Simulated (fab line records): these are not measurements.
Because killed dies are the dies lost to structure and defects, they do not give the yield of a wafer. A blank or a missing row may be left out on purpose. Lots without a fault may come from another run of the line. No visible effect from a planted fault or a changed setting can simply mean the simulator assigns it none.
Struck lot and sound lot, side by side ; flow n5 finfet ; 14 out of 1938 route steps
Sound: wafers L368.2, L368.4, L368.6. Struck: wafer L360.2; the same lot's L360.5 was not struck, so it is left out; see the end for the cause.
For every step that has rows: the tool of each side, followed by ch and its chambers, followed by its first start. Under that, the readings that differ: sound wafers ; struck wafers ; difference of the means ; sigmas: that difference in standard deviations of wafers without a fault.
alike: a reading whose means differ by less than 2 such deviations, as well as words and numbers matching on both sides. not compared: withheld readings; readings where some wafer has no value; bounds like >300 that might hide an equal value; numbers whose values overlap and for which the record gives no deviation.
Wherever a step has rows on one side only, a row that says differs or no value, or a row with sigmas, the two part there. Non-overlapping numbers with no deviation appear without sigmas and do not part them. A reading missing from all wafers of one side parts the sides only when that side holds two or more wafers.

first, 8 steps without rows for these wafers: N5_BEOL_M6_COAT_64 (time 60 s, resist thk 12 nm); N5_BEOL_M6_COAT_71 (time 60 s, resist thk 5 nm); N5_BEOL_M6_COAT_22 (resist thk 30 nm); N5_BEOL_M6_EBR_24; N5_BEOL_M6_SOFTBAKE_23 (time 60 s); N5_BEOL_M6_EXPOSE_25 (exposes mask V5, target cd 40 nm); N5_BEOL_M6_PEB_26 (peb time 60 s); N5_BEOL_M6_DEVELOP_27 (develop time 30 s).
N5_BEOL_M6_CD_MEAS_28: target cd 40 nm.
  sound on cd sem-02 ch 0, day 14 02:29; struck on cd sem-02 ch 0, day 11 10:32
  alike: cd nm
N5_BEOL_M6_OVL_MEAS_29:
  sound on overlay-02 ch 0, day 14 02:32; struck on overlay-01 ch 0, day 11 10:34
  alike: V5_OVL
N5_BEOL_M6_INSPECT_30: inspects for defects (brightfield).
  struck on defect inspect-01, day 11 10:37; sound on defect inspect-02, day 14 02:35
  alike: raw defect count
N5_BEOL_M6_DESCUM_33: chemistry O2, time 7 s.
  sound on rie diel-04 ch 0,3, day 14 02:49; struck on rie diel-02 ch 1, day 11 10:39
  alike: drypump motor current A, o2 flow sccm, oes product au, rf fwd power W, rf vpp V, showerhead plenum p Torr, throttle valve pct
  not compared: rf hours counter h
N5_BEOL_M6_ETCH_72: etches underlayer in N2/H2, target depth 6.5 nm, time 5.2 s.
  sound on rie diel-04 ch 0,3, day 14 02:52; struck on rie diel-02 ch 1, day 11 10:41
reading;sound;struck;difference;sigmas
etch rf on time s (s);5.23 5.15 5.19;3.01;-2.18;-20
oes product au (a.u.);0.58 0.61 0.61;0.84;+0.24;+4
  alike: drypump motor current A, rf fwd power W, rf vpp V, showerhead plenum p Torr, throttle valve pct
  not compared: rf hours counter h
N5_BEOL_M6_ETCH_65: etches SiARC in CF4, target depth 15.6 nm, time 26 s.
  sound on rie diel-04 ch 0,3, day 14 02:53; struck on rie diel-02 ch 1, day 11 10:42
  alike: drypump motor current A, etch rf on time s, oes product au, rf fwd power W, rf vpp V, showerhead plenum p Torr, throttle valve pct
  not compared: rf hours counter h

## WHERE THEY PART
N5_BEOL_M6_ETCH_72 only, going by this record. Later steps at which nothing parts them and some readings are alike: N5_BEOL_M6_ETCH_65.

WHY: what the simulator had put in
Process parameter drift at N5_BEOL_M6_ETCH_72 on rie diel-02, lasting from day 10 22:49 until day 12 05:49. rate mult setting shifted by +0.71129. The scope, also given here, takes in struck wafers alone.
